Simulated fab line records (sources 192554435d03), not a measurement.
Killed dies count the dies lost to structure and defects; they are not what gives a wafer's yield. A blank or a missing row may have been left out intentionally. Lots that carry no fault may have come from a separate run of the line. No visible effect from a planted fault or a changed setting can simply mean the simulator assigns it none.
Chamber matching	flow n5Finfet	rieDiel-05 running N5_BEOL_M0_SAQP_ETCH_88: 3 sister chambers
The step etches underlayer in N2/H2, target depth 6.5 nm, time 5.2 s. 6 wafers are shown with their chamber, then 7 later ones without.

## WAFERS WITH THEIR CHAMBER
wafer	chamber	showerheadPlenumPTorr (Torr)	throttleValvePct (%)
L078.2	2	2.36	17.62
L079.6	3	2.66	18.16
L083.1	1	2.41	18.36
L083.4	2	2.35	17.63
L083.5	3	2.65	18.17
L088.1	1	2.41	18.40

## WAFERS WHOSE CHAMBER IS MISSING
wafer	showerheadPlenumPTorr (Torr)	throttleValvePct (%)
L088.4	2.65	18.18
L088.5	2.41	18.40
L090.3	2.41	18.41
L090.6	2.65	18.20
L094.1	2.41	18.41
L094.4	2.64	18.19
L094.5	2.34	17.65

## CHAMBER TAKEN BY EACH
wafer	from the rows above	in truth
L088.4	3	3
L088.5	1	1
L090.3	1	1
L090.6	3	3
L094.1	1	1
L094.4	3	3
L094.5	2	2
Correctly placed: 7 of 7. Left unplaced by these rows: 0. Number placed wrongly: 0.
How it was worked out, from the rows above alone: a wafer's distance from a chamber is the root of the sum, over the readings, of the square of ((its reading less the chamber's mean) divided by the reading's scatter). If the next closest chamber is less than 2 further off than the closest, the wafer can't be placed; otherwise it belongs to the closest. For every chamber, the mean is computed from those of its wafers that are shown. The scatter: take each reading less its chamber's mean, square it, sum over the shown wafers, divide by the number of wafers less the number of chambers, and take the root.
